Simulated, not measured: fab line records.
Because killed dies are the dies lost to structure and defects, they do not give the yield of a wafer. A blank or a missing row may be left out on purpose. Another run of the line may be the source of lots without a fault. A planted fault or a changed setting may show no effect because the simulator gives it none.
fab line records    flow n5_finfet
record lots=24  wafers=72  last_day=19
route steps=1938 shown BEOL_M5@1169 BEOL_M6@1207 BEOL_M7@1276
lots that met no fault: from a run of the same line without faults
start_h: the number of hours between the record's first day and the start of the first shown wafer of the lot    wait_h: how many hours have passed since the lot's step before this one    " identical to the entry in the row above    L1.1+2: a single row standing in for several wafers    - no value, or no start was given    * or withheld: withheld    < > ~ a bound
route shown NAME@n: names a module that has steps shown in the file, with the first one's number in the route    usual: the fault-free wafers' mean and standard deviation    same: alike in all rows    chamber/n: place in a boat    sites: the reading at each site    _std_site: how widely they spread, as a standard deviation    _edge_site: outer sites' mean less inner sites'    radius_mm: for every site, how far away it sits from the centre of the wafer    mask NAME#n: copy n    behind: the tool/chamber that last shaped the wafer    hold: reason for holding the lot/hours on hold/outcome of the hold    device: transistor that didn't switch, given as n, p or np    end of line: the tests these same wafers got at the end of their route    where a step has no rows: the recipe by itself    killed: at the first sort, the dies lost to defects and structure; wafer yield is something else    map: per-die view of a wafer (x killed, . not killed, _ where there is no die)
set.NAME: the setting that was run; set.NAME@STEP: the one run at that earlier step    model.NAME: the simulator's own value behind a step, which no gauge read
a sample of lots followed through the steps of the route, with each step as a table and each wafer as a row
services: the hour from which a tool's chamber was out of use, counted from the record's first day as start_h (under 0 if before that day), plus the number of hours and why
## steps
# step N5_BEOL_M5_CURE_80
# recipe temp_c=370  time_s=120  ambient=DMADMS/He  material=SiCOH_lowk
# usual lamp_power_pct=52.31/0.057  wafer_temp_C_max=371.5/0.49
lot.wafer  tool        chamber  start_h  wait_h  lamp_power_pct  wafer_temp_C_max
L074.1     uv_cure-03  1        167.83   0.0     52.33           371.5
L074.3     "           1        "        "       52.39           372.2
L074.5     "           1        "        "       52.35           371.9
L077.1     uv_cure-03  1        184.71   0.1     52.37           372.2
L077.4     "           1        "        "       52.28           371.0
L077.6     "           1        "        "       52.29           372.0
L076.1     uv_cure-03  0        191.34   0.0     52.31           372.2
L076.4     "           0        "        "       52.30           371.6
L076.6     "           0        "        "       52.34           371.7
L075.2     uv_cure-01  1        191.85   0.1     52.31           371.0
L075.4     "           1        "        "       52.22           371.0
L075.6     "           1        "        "       52.26           371.4
L078.2     uv_cure-01  2        202.96   0.1     52.28           372.5
L078.4     "           2        "        "       52.37           371.8
L078.6     "           2        "        "       52.35           372.3
L080.1     uv_cure-03  2        227.30   0.0     52.31           371.0
L080.3     "           2        "        "       52.43           371.1
L080.5     "           2        "        "       52.30           370.7
L079.2     uv_cure-01  0        227.38   0.1     52.38           371.1
L079.3     "           0        "        "       52.40           371.9
L079.5     "           0        "        "       52.28           371.3
L082.1     uv_cure-03  2        230.36   0.6     52.24           370.9
L082.4     "           2        "        "       52.29           371.1
L082.5     "           2        "        "       52.29           371.3
L081.1     uv_cure-03  2        234.48   0.4     52.32           371.1
L081.2     "           2        "        "       52.20           370.8
L081.6     "           2        "        "       52.21           370.9
L083.2     uv_cure-03  2        238.80   0.1     52.34           370.6
L083.4     "           2        "        "       52.24           371.3
L083.6     "           2        "        "       52.31           370.4
L084.2     uv_cure-02  2        258.43   0.2     52.32           371.1
L084.5     "           2        "        "       52.31           371.0
L084.6     "           2        "        "       52.39           370.9
L085.2     uv_cure-01  0        258.67   0.4     52.48           371.4
L085.5     "           0        "        "       52.36           372.2
L085.6     "           0        "        "       52.26           371.8
L087.2     uv_cure-02  1        263.95   0.1     52.23           371.3
L087.3     "           1        "        "       52.29           372.0
L087.6     "           1        "        "       52.30           371.5
L088.2     uv_cure-03  1        264.25   0.3     52.33           371.6
L088.3     "           1        "        "       52.34           372.9
L088.4     "           1        "        "       52.30           371.8
L089.1     uv_cure-01  1        269.78   0.0     52.32           370.9
L089.4     "           1        "        "       52.26           371.3
L089.6     "           1        "        "       52.33           371.1
L086.1     uv_cure-02  2        269.82   0.0     52.35           371.0
L086.3     "           2        "        "       52.31           371.4
L086.5     "           2        "        "       52.39           371.0
L090.3     uv_cure-03  0        275.95   0.1     52.33           371.8
L090.4     "           0        "        "       52.29           372.0
L090.6     "           0        "        "       52.21           372.1
L091.2     uv_cure-03  0        287.38   0.6     52.25           371.5
L091.5     "           0        "        "       52.25           372.2
L091.6     "           0        "        "       52.27           372.4
L092.3     uv_cure-03  2        295.61   0.1     52.31           371.7
L092.5     "           2        "        "       52.31           371.2
L092.6     "           2        "        "       52.28           371.3
L093.2     uv_cure-01  0        302.78   0.1     52.40           371.4
L093.3     "           0        "        "       52.30           371.7
L093.4     "           0        "        "       52.39           372.1
L095.2     uv_cure-02  0        324.34   0.1     52.48           371.8
L095.5     "           0        "        "       52.26           371.6
L095.6     "           0        "        "       52.23           372.3
L094.3     uv_cure-02  1        327.78   0.1     52.29           371.0
L094.5     "           1        "        "       52.29           371.3
L094.6     "           1        "        "       52.37           370.8
L096.1     uv_cure-02  2        329.53   0.0     52.28           371.2
L096.2     "           2        "        "       52.36           371.0
L096.5     "           2        "        "       52.20           371.2
L097.3     uv_cure-02  0        353.80   0.1     52.30           371.9
L097.4     "           0        "        "       52.20           372.6
L097.5     "           0        "        "       52.33           372.0
# step N5_BEOL_M5_ANNEAL_82
# recipe temp_c=400  time_s=1800  ambient=vacuum
# usual heater_power_w=824/86
lot.wafer  tool            chamber  start_h  wait_h  heater_power_w
L074.1     pvd_sputter-03  -        170.16   0.0     719
L074.3     "               -        "        "       789
L074.5     "               -        "        "       804
L077.1     pvd_sputter-03  -        187.38   0.0     810
L077.4     "               -        "        "       807
L077.6     "               -        "        "       784
L076.1     pvd_sputter-01  -        193.81   0.0     936
L076.4     "               -        "        "       813
L076.6     "               -        "        "       777
L075.2     pvd_sputter-02  -        201.92   0.0     765
L075.4     "               -        "        "       821
L075.6     "               -        "        "       819
L078.2     pvd_sputter-01  -        207.05   0.0     960
L078.4     "               -        "        "       931
L078.6     "               -        "        "       782
L079.2     pvd_sputter-03  -        231.15   0.0     802
L079.3     "               -        "        "       755
L079.5     "               -        "        "       735
L080.1     pvd_sputter-02  -        231.20   0.0     973
L080.3     "               -        "        "       769
L080.5     "               -        "        "       972
L082.1     pvd_sputter-01  -        234.41   0.0     943
L082.4     "               -        "        "       795
L082.5     "               -        "        "       839
L081.1     pvd_sputter-03  -        236.77   0.0     786
L081.2     "               -        "        "       748
L081.6     "               -        "        "       751
L083.2     pvd_sputter-02  -        241.49   0.0     825
L083.4     "               -        "        "       990
L083.6     "               -        "        "       970
L084.2     pvd_sputter-03  -        260.80   0.0     795
L084.5     "               -        "        "       728
L084.6     "               -        "        "       782
L085.2     pvd_sputter-02  -        261.07   0.0     711
L085.5     "               -        "        "       980
L085.6     "               -        "        "       824
L087.2     pvd_sputter-01  -        266.25   0.0     800
L087.3     "               -        "        "       948
L087.6     "               -        "        "       935
L088.2     pvd_sputter-03  -        266.75   0.0     798
L088.3     "               -        "        "       720
L088.4     "               -        "        "       790
L089.1     pvd_sputter-03  -        272.05   0.0     743
L089.4     "               -        "        "       809
L089.6     "               -        "        "       794
L086.1     pvd_sputter-02  -        272.08   0.0     997
L086.3     "               -        "        "       738
L086.5     "               -        "        "       977
L090.3     pvd_sputter-01  -        280.02   0.0     950
L090.4     "               -        "        "       780
L090.6     "               -        "        "       806
L091.2     pvd_sputter-02  -        289.64   0.0     741
L091.5     "               -        "        "       769
L091.6     "               -        "        "       988
L092.3     pvd_sputter-01  -        299.01   0.0     829
L092.5     "               -        "        "       977
L092.6     "               -        "        "       908
L093.2     pvd_sputter-01  -        305.26   0.0     788
L093.3     "               -        "        "       935
L093.4     "               -        "        "       933
L095.2     pvd_sputter-01  -        326.60   0.0     934
L095.5     "               -        "        "       930
L095.6     "               -        "        "       951
L094.3     pvd_sputter-03  -        330.61   0.0     740
L094.5     "               -        "        "       742
L094.6     "               -        "        "       739
L096.1     pvd_sputter-01  -        331.93   0.0     945
L096.2     "               -        "        "       815
L096.5     "               -        "        "       953
L097.3     pvd_sputter-03  -        356.06   0.0     806
L097.4     "               -        "        "       741
L097.5     "               -        "        "       795
# step N5_BEOL_M6_CD_MEAS_11
# recipe target_cd_nm=38.5  landing_energy_ev=500  detector=se_inlens  polarity=opening
# usual cd_nm=38.8/0.57
lot.wafer  tool       chamber  start_h  wait_h  cd_nm
L074.1     cd_sem-03  0        176.84   -       38.9
L074.3     "          0        "        "       39.7
L074.5     "          0        "        "       38.9
L077.1     cd_sem-01  0        197.61   -       38.6
L077.4     "          0        "        "       39.7
L077.6     "          0        "        "       38.8
L076.1     cd_sem-03  0        199.29   -       38.6
L076.4     "          0        "        "       38.6
L076.6     "          0        "        "       38.8
L075.2     cd_sem-03  0        209.40   -       38.2
L075.4     "          0        "        "       38.0
L075.6     "          0        "        "       38.5
L078.2     cd_sem-03  0        215.96   -       38.6
L078.4     "          0        "        "       38.7
L078.6     "          0        "        "       37.9
L079.2     cd_sem-02  0        239.10   -       38.2
L079.3     "          0        "        "       37.5
L079.5     "          0        "        "       38.6
L080.1     cd_sem-01  0        239.27   -       38.6
L080.3     "          0        "        "       39.1
L080.5     "          0        "        "       38.4
L082.1     cd_sem-02  0        240.36   -       37.7
L082.4     "          0        "        "       38.4
L082.5     "          0        "        "       38.9
L081.1     cd_sem-02  0        244.24   -       38.6
L081.2     "          0        "        "       38.6
L081.6     "          0        "        "       38.5
L083.2     cd_sem-01  0        248.13   -       39.0
L083.4     "          0        "        "       39.1
L083.6     "          0        "        "       38.4
L085.2     cd_sem-01  0        268.53   -       38.6
L085.5     "          0        "        "       39.2
L085.6     "          0        "        "       39.4
L084.2     cd_sem-03  0        269.89   -       38.7
L084.5     "          0        "        "       38.2
L084.6     "          0        "        "       39.1
L087.2     cd_sem-03  0        274.17   -       37.8
L087.3     "          0        "        "       38.9
L087.6     "          0        "        "       38.7
L088.2     cd_sem-01  0        274.46   -       38.5
L088.3     "          0        "        "       38.7
L088.4     "          0        "        "       39.3
L089.1     cd_sem-01  0        279.07   -       39.7
L089.4     "          0        "        "       39.7
L089.6     "          0        "        "       38.9
L086.1     cd_sem-01  0        279.23   -       38.8
L086.3     "          0        "        "       39.4
L086.5     "          0        "        "       38.7
L090.3     cd_sem-01  0        287.53   -       38.2
L090.4     "          0        "        "       38.8
L090.6     "          0        "        "       38.7
L091.2     cd_sem-02  0        297.64   -       38.2
L091.5     "          0        "        "       38.5
L091.6     "          0        "        "       38.2
L092.3     cd_sem-03  0        306.01   -       39.4
L092.5     "          0        "        "       39.5
L092.6     "          0        "        "       39.1
L093.2     cd_sem-03  0        310.82   -       40.2
L093.3     "          0        "        "       39.4
L093.4     "          0        "        "       38.7
L095.2     cd_sem-01  0        334.08   -       38.8
L095.5     "          0        "        "       38.2
L095.6     "          0        "        "       37.6
L094.3     cd_sem-03  0        339.17   -       38.6
L094.5     "          0        "        "       38.4
L094.6     "          0        "        "       38.6
L096.1     cd_sem-03  0        339.33   -       39.6
L096.2     "          0        "        "       39.6
L096.5     "          0        "        "       39.5
L097.3     cd_sem-03  0        362.77   -       39.8
L097.4     "          0        "        "       39.2
L097.5     "          0        "        "       38.0
# step N5_BEOL_M6_PRE_CLEAN_45
# recipe gas=H2/He  time_s=30  temp_c=250
# usual heater_power_w=327/32
lot.wafer  tool            chamber  start_h  wait_h  heater_power_w
L074.1     pvd_sputter-03  -        181.59   0.0     283
L074.3     "               -        "        "       313
L074.5     "               -        "        "       321
L077.1     pvd_sputter-01  -        202.78   0.0     326
L077.4     "               -        "        "       368
L077.6     "               -        "        "       322
L076.1     pvd_sputter-03  -        203.34   0.0     319
L076.4     "               -        "        "       315
L076.6     "               -        "        "       323
L075.2     pvd_sputter-02  -        213.00   0.0     307
L075.4     "               -        "        "       328
L075.6     "               -        "        "       301
L078.2     pvd_sputter-01  -        220.11   0.0     370
L078.4     "               -        "        "       334
L078.6     "               -        "        "       312
L080.1     pvd_sputter-03  -        244.21   0.0     324
L080.3     "               -        "        "       288
L080.5     "               -        "        "       299
L079.2     pvd_sputter-03  -        244.47   0.0     326
L079.3     "               -        "        "       289
L079.5     "               -        "        "       287
L082.1     pvd_sputter-01  -        244.47   0.0     388
L082.4     "               -        "        "       315
L082.5     "               -        "        "       337
L081.1     pvd_sputter-01  -        248.58   0.0     319
L081.2     "               -        "        "       322
L081.6     "               -        "        "       327
L083.2     pvd_sputter-03  -        251.27   0.0     288
L083.4     "               -        "        "       310
L083.6     "               -        "        "       322
L085.2     pvd_sputter-01  -        273.37   0.0     309
L085.5     "               -        "        "       323
L085.6     "               -        "        "       331
L084.2     pvd_sputter-01  -        275.31   0.0     376
L084.5     "               -        "        "       376
L084.6     "               -        "        "       320
L087.2     pvd_sputter-01  -        278.37   0.0     382
L087.3     "               -        "        "       381
L087.6     "               -        "        "       378
L088.2     pvd_sputter-02  -        280.04   0.0     331
L088.3     "               -        "        "       296
L088.4     "               -        "        "       294
L089.1     pvd_sputter-02  -        281.42   0.0     307
L089.4     "               -        "        "       396
L089.6     "               -        "        "       313
L086.1     pvd_sputter-01  -        283.40   0.0     330
L086.3     "               -        "        "       380
L086.5     "               -        "        "       315
L090.3     pvd_sputter-01  -        294.19   0.0     375
L090.4     "               -        "        "       379
L090.6     "               -        "        "       314
L091.2     pvd_sputter-02  -        301.71   0.0     301
L091.5     "               -        "        "       321
L091.6     "               -        "        "       381
L092.3     pvd_sputter-02  -        309.16   0.0     331
L092.5     "               -        "        "       401
L092.6     "               -        "        "       298
L093.2     pvd_sputter-03  -        316.46   0.0     300
L093.3     "               -        "        "       291
L093.4     "               -        "        "       312
L095.2     pvd_sputter-03  -        339.71   0.0     297
L095.5     "               -        "        "       292
L095.6     "               -        "        "       294
L094.3     pvd_sputter-02  -        341.67   0.0     326
L094.5     "               -        "        "       324
L094.6     "               -        "        "       297
L096.1     pvd_sputter-02  -        342.87   0.0     391
L096.2     "               -        "        "       330
L096.5     "               -        "        "       337
L097.3     pvd_sputter-02  -        365.36   0.0     297
L097.4     "               -        "        "       390
L097.5     "               -        "        "       293
# step N5_BEOL_M7_CD_MEAS_11
# recipe target_cd_nm=38.5  landing_energy_ev=500  detector=se_inlens  polarity=opening
# usual cd_nm=38.5/0.54
lot.wafer  tool       chamber  start_h  wait_h  cd_nm
L074.1     cd_sem-01  0        185.98   -       38.3
L074.3     "          0        "        "       37.9
L074.5     "          0        "        "       38.0
L077.1     cd_sem-03  0        206.28   -       38.5
L077.4     "          0        "        "       37.7
L077.6     "          0        "        "       38.0
L076.1     cd_sem-03  0        209.17   -       38.4
L076.4     "          0        "        "       38.6
L076.6     "          0        "        "       38.4
L075.2     cd_sem-03  0        219.63   -       37.7
L075.4     "          0        "        "       38.3
L075.6     "          0        "        "       37.6
L078.2     cd_sem-02  0        223.59   -       38.9
L078.4     "          0        "        "       38.8
L078.6     "          0        "        "       39.5
L080.1     cd_sem-01  0        248.35   -       38.9
L080.3     "          0        "        "       39.6
L080.5     "          0        "        "       39.4
L079.2     cd_sem-02  0        248.52   -       38.4
L079.3     "          0        "        "       37.8
L079.5     "          0        "        "       38.2
L082.1     cd_sem-02  0        248.69   -       38.7
L082.4     "          0        "        "       38.9
L082.5     "          0        "        "       38.7
L081.1     cd_sem-01  0        254.75   -       38.7
L081.2     "          0        "        "       38.9
L081.6     "          0        "        "       38.7
L083.2     cd_sem-02  0        254.83   -       38.1
L083.4     "          0        "        "       38.2
L083.6     "          0        "        "       38.5
L085.2     cd_sem-01  0        276.45   -       39.1
L085.5     "          0        "        "       38.9
L085.6     "          0        "        "       38.5
L084.2     cd_sem-01  0        279.42   -       37.7
L084.5     "          0        "        "       38.0
L084.6     "          0        "        "       38.0
L087.2     cd_sem-01  0        284.12   -       38.3
L087.3     "          0        "        "       38.1
L087.6     "          0        "        "       38.2
L088.2     cd_sem-02  0        284.35   -       38.0
L088.3     "          0        "        "       37.8
L088.4     "          0        "        "       38.3
L086.1     cd_sem-03  0        287.57   -       37.9
L086.3     "          0        "        "       37.9
L086.5     "          0        "        "       37.9
L089.1     cd_sem-03  0        287.79   -       38.4
L089.4     "          0        "        "       39.0
L089.6     "          0        "        "       38.9
L090.3     cd_sem-03  0        298.02   -       38.6
L090.4     "          0        "        "       38.0
L090.6     "          0        "        "       38.5
L091.2     cd_sem-01  0        305.68   -       38.2
L091.5     "          0        "        "       38.2
L091.6     "          0        "        "       38.5
L092.3     cd_sem-01  0        316.54   -       37.8
L092.5     "          0        "        "       37.5
L092.6     "          0        "        "       38.0
L093.2     cd_sem-02  0        320.19   -       39.1
L093.3     "          0        "        "       39.3
L093.4     "          0        "        "       38.9
L095.2     cd_sem-03  0        343.85   -       38.3
L095.5     "          0        "        "       38.6
L095.6     "          0        "        "       38.6
L094.3     cd_sem-03  0        345.16   -       39.0
L094.5     "          0        "        "       38.5
L094.6     "          0        "        "       38.5
L096.1     cd_sem-02  0        347.67   -       38.7
L096.2     "          0        "        "       38.8
L096.5     "          0        "        "       38.8
L097.3     cd_sem-03  0        368.29   -       39.0
L097.4     "          0        "        "       39.9
L097.5     "          0        "        "       39.7
# step N5_BEOL_M7_DESCUM_16
# recipe chemistry=O2  time_s=7.9  source_power_w=50  bias_power_w=20  pressure_mtorr=20  rf_frequency_hz=2.712e+07  temp_c=40  resist=CAR-ArF  o2_flow_sccm=225
# usual drypump_motor_current_A=5.5/0.52  oes_product_au=0.79/0.083  rf_fwd_power_W=49.35/0.26  rf_vpp_V=243.4/1.5  showerhead_plenum_p_Torr=2.12/0.078  temp_c=40.01/0.12  throttle_valve_pct=20.53/0.2
lot.wafer  tool         chamber  start_h  wait_h  drypump_motor_current_A  oes_product_au  rf_fwd_power_W  rf_hours_counter_h  rf_vpp_V  showerhead_plenum_p_Torr  temp_c  throttle_valve_pct
L074.1     rie_diel-03  1        187.05   1.0     6.0                      0.72            49.62           163                 243.0     2.10                      40.09   20.66
L074.3     "            2        "        "       6.1                      0.70            49.24           239                 243.6     2.16                      39.94   20.58
L074.5     "            3        "        "       6.3                      0.97            48.74           -                   242.5     2.06                      40.04   20.62
L077.1     rie_diel-05  3        206.91   0.6     6.1                      0.86            49.47           40                  241.8     2.06                      40.05   20.22
L077.4     "            1        "        "       5.6                      0.82            49.41           63                  246.0     2.22                      40.18   20.62
L077.6     "            2        "        "       5.0                      0.93            49.38           -                   245.3     2.23                      39.95   20.55
L076.1     rie_diel-03  0        209.26   0.0     4.9                      0.75            49.22           166                 241.0     2.01                      40.16   20.77
L076.4     "            2        "        "       6.1                      0.69            49.57           247                 244.0     2.15                      40.17   20.61
L076.6     "            2        "        "       6.2                      0.69            49.74           -                   244.3     2.15                      40.12   20.61
L075.2     rie_diel-04  0        219.92   0.2     5.3                      0.73            49.72           163                 243.6     2.09                      40.02   20.23
L075.4     "            3        "        "       4.9                      0.75            49.57           -                   244.4     2.15                      40.03   20.49
L075.6     "            0        "        "       5.3                      0.73            49.66           -                   243.0     2.09                      40.11   20.25
L078.2     rie_diel-05  2        223.68   0.0     5.0                      0.92            49.65           26                  244.9     2.23                      40.01   20.56
L078.4     "            0        "        "       5.8                      0.81            49.47           78                  244.9     2.23                      40.19   20.45
L078.6     "            3        "        "       6.1                      0.86            49.31           -                   242.7     2.05                      40.00   20.24
L080.1     rie_diel-03  0        248.64   0.2     4.9                      0.74            49.14           180                 241.4     2.01                      39.99   20.79
L080.3     "            3        "        "       6.3                      0.90            48.92           26                  242.0     2.06                      39.99   20.66
L080.5     "            2        "        "       6.1                      0.97            49.48           -                   244.9     2.15                      39.85   20.09
L079.2     rie_diel-03  1        248.90   0.3     6.1                      0.69            49.52           185                 243.8     2.09                      40.03   20.72
L079.3     "            0        "        "       4.9                      0.74            49.34           180                 241.6     2.01                      39.73   20.79
L079.5     "            2        "        "       6.1                      0.97            49.40           -                   243.6     2.15                      40.10   20.08
L082.1     rie_diel-05  2        248.94   0.2     5.0                      0.91            49.12           32                  245.0     2.23                      39.86   20.57
L082.4     "            0        "        "       5.8                      0.82            49.69           84                  245.7     2.23                      40.23   20.47
L082.5     "            2        "        "       5.0                      0.91            49.15           -                   245.5     2.23                      39.83   20.57
L081.1     rie_diel-04  3        254.87   0.1     4.9                      0.74            49.62           184                 244.6     2.14                      40.00   20.49
L081.2     "            2        "        "       5.1                      0.70            49.21           212                 241.0     1.99                      39.81   20.45
L081.6     "            3        "        "       4.9                      0.75            49.44           -                   242.1     2.14                      39.81   20.49
L083.2     rie_diel-03  2        255.02   0.1     6.1                      0.96            49.45           6                   244.1     2.15                      40.05   20.06
L083.4     "            0        "        "       4.9                      0.75            49.02           182                 241.1     2.01                      39.87   20.81
L083.6     "            0        "        "       4.9                      0.74            49.09           -                   241.4     2.01                      40.15   20.80
L085.2     rie_diel-04  2        276.53   0.0     5.1                      0.70            49.28           219                 243.2     1.98                      39.69   20.49
L085.5     "            1        "        "       4.9                      0.73            49.16           -                   244.1     2.14                      40.12   20.71
L085.6     "            0        "        "       5.3                      0.73            49.59           -                   243.0     2.08                      39.82   20.26
L084.2     rie_diel-03  1        279.59   0.1     6.0                      0.70            49.66           195                 243.0     2.09                      39.92   20.72
L084.5     "            1        "        "       6.0                      0.69            49.63           -                   242.9     2.09                      40.11   20.72
L084.6     "            2        "        "       6.2                      0.94            49.39           -                   245.7     2.15                      40.07   20.10
L087.2     rie_diel-04  3        284.20   0.0     4.9                      0.74            49.53           194                 244.0     2.14                      40.10   20.53
L087.3     "            0        "        "       5.3                      0.72            49.91           184                 241.8     2.08                      40.02   20.27
L087.6     "            1        "        "       5.0                      0.73            49.46           -                   243.8     2.14                      40.01   20.71
L088.2     rie_diel-05  2        284.44   0.0     5.0                      0.89            49.54           43                  245.5     2.22                      40.04   20.58
L088.3     "            1        "        "       5.6                      0.80            49.12           85                  244.3     2.21                      40.04   20.66
L088.4     "            3        "        "       6.1                      0.85            49.48           62                  242.8     2.05                      40.10   20.25
L086.1     rie_diel-04  3        287.66   0.0     4.9                      0.73            49.37           195                 246.4     2.14                      39.93   20.51
L086.3     "            0        "        "       5.3                      0.73            49.66           185                 243.1     2.08                      39.88   20.28
L086.5     "            2        "        "       5.1                      0.69            49.20           -                   242.0     1.98                      40.12   20.46
L089.1     rie_diel-04  2        287.91   0.1     5.1                      0.69            49.05           221                 239.7     1.98                      39.86   20.47
L089.4     "            3        "        "       4.9                      0.74            49.48           195                 244.1     2.14                      39.91   20.52
L089.6     "            2        "        "       5.1                      0.69            48.87           -                   242.9     1.98                      39.97   20.47
L090.3     rie_diel-05  1        298.11   0.0     5.6                      0.80            49.00           89                  246.1     2.21                      40.18   20.68
L090.4     "            0        "        "       5.8                      0.81            49.36           100                 244.7     2.22                      40.00   20.52
L090.6     "            1        "        "       5.6                      0.79            49.06           -                   245.1     2.21                      39.93   20.66
L091.2     rie_diel-05  0        305.77   0.0     5.7                      0.80            49.41           101                 243.5     2.22                      39.95   20.50
L091.5     "            0        "        "       5.8                      0.81            49.34           -                   243.1     2.22                      39.87   20.51
L091.6     "            1        "        "       5.6                      0.80            49.25           -                   244.8     2.21                      40.11   20.66
L092.3     rie_diel-03  1        316.62   0.0     6.0                      0.69            49.66           204                 241.3     2.08                      40.01   20.71
L092.5     "            0        "        "       4.9                      0.73            49.09           -                   240.9     2.00                      39.83   20.83
L092.6     "            3        "        "       6.3                      0.87            48.77           -                   243.1     2.05                      40.11   20.70
L093.2     rie_diel-05  3        320.28   0.0     6.1                      0.83            49.59           71                  242.4     2.04                      39.99   20.26
L093.3     "            2        "        "       5.0                      0.87            49.51           53                  245.1     2.22                      40.06   20.60
L093.4     "            1        "        "       5.6                      0.79            49.21           96                  246.1     2.21                      40.13   20.68
L095.2     rie_diel-05  2        343.94   0.0     5.0                      0.86            49.07           59                  244.7     2.22                      40.05   20.59
L095.5     "            1        "        "       5.6                      0.79            49.19           -                   243.1     2.21                      39.87   20.68
L095.6     "            2        "        "       5.0                      0.87            49.37           -                   246.1     2.22                      40.17   20.61
L094.3     rie_diel-03  2        345.25   0.0     6.1                      0.90            49.46           34                  244.4     2.14                      40.31   20.13
L094.5     "            2        "        "       6.1                      0.89            49.54           -                   243.0     2.14                      40.16   20.12
L094.6     "            0        "        "       4.9                      0.72            49.04           -                   240.7     2.00                      40.01   20.84
L096.1     rie_diel-04  0        347.97   0.2     5.3                      0.70            49.64           203                 242.2     2.08                      39.99   20.31
L096.2     "            1        "        "       5.0                      0.71            49.25           205                 244.9     2.13                      39.97   20.75
L096.5     "            0        "        "       5.3                      0.71            49.73           -                   242.1     2.08                      39.90   20.29
L097.3     rie_diel-05  2        368.37   0.0     5.0                      0.86            49.42           66                  244.9     2.21                      40.08   20.61
L097.4     "            0        "        "       5.8                      0.79            49.53           119                 243.8     2.21                      40.01   20.53
L097.5     "            2        "        "       5.0                      0.85            49.15           -                   244.5     2.21                      40.24   20.62
## services
tool         chamber  start_h  hours  kind
rie_diel-05  -        147.63   0.9    repair
rie_diel-03  0        154.99   7.7    repair
uv_cure-01   -        172.52   1.0    pm
rie_diel-04  -        174.46   15.6   pm
uv_cure-02   -        178.61   42.8   repair
rie_diel-05  2        179.59   5.7    repair
rie_diel-05  1        184.83   6.6    repair
rie_diel-03  0        196.77   6.4    repair
rie_diel-04  3        200.90   12.8   repair
rie_diel-04  2        216.19   9.9    repair
uv_cure-03   -        219.56   0.6    repair
uv_cure-01   -        228.44   7.5    pm
uv_cure-02   -        228.80   7.5    pm
rie_diel-05  3        251.62   3.5    repair
rie_diel-03  -        253.91   0.7    repair
uv_cure-03   -        257.37   1.0    pm
uv_cure-01   -        263.48   1.6    repair
uv_cure-02   -        277.83   1.0    pm
uv_cure-03   -        302.85   2.1    pm
uv_cure-03   -        305.90   7.5    pm
rie_diel-04  3        309.13   11.7   repair
rie_diel-04  1        326.22   4.5    repair
uv_cure-03   -        334.19   3.4    pm
rie_diel-04  3        358.52   5.5    repair
## key
fault none
